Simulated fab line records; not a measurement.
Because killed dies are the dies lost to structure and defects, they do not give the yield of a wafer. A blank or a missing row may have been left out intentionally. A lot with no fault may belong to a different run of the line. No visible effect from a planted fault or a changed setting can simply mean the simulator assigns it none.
Matching of chambers | flow nand-harc | ald-metal-04 running NHARC_A_BLC_ALD_23: 4 sister chambers
The step deposits TiN, target thk 3 nm, pulse time 1 s, ald cycles 150. 4 wafers are shown with their chamber, then 9 later ones without.

== WAFERS WITH THEIR CHAMBER ==
wafer  | chamber | heater-power-w (W)
L080.4 | 2       | 1254
L085.3 | 3       | 1047
L085.5 | 0       | 879
L085.6 | 1       | 1036

== WAFERS WITHOUT THEIR CHAMBER ==
wafer  | heater-power-w (W)
L088.2 | 1199
L088.5 | 1198
L088.6 | 939
L092.1 | 970
L092.2 | 1174
L092.3 | 885
L097.3 | 971
L097.4 | 1195
L097.5 | 1181

== WHICH CHAMBER EACH WENT THROUGH ==
wafer  | from the rows above          | in truth
L088.2 | can't be placed: 2 or 3 or 1 | 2
L088.5 | can't be placed: 2 or 3 or 1 | 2
L088.6 | can't be placed: 0 or 1 or 3 | 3
L092.1 | can't be placed: 1 or 3 or 0 | 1
L092.2 | can't be placed: 2 or 3 or 1 | 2
L092.3 | 0                            | 0
L097.3 | can't be placed: 1 or 3 or 0 | 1
L097.4 | can't be placed: 2 or 3 or 1 | 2
L097.5 | can't be placed: 2 or 3 or 1 | 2
1 of 9 placed correctly. From these rows, 8 cannot be placed; in 8 the true chamber is one of the candidates. Wrongly placed: 0.
How it was worked out, from the rows above alone: a wafer's distance from a chamber is the root of the sum, over the readings, of the square of ((its reading less the chamber's mean) divided by the reading's scatter). The wafer belongs to the nearest chamber; if the next one is less than 2 further off, it can't be placed. For every chamber, the mean is computed from those of its wafers that are shown. The scatter: root of mean squared gap, hidden wafer to nearest shown wafer, with one shown wafer a chamber.
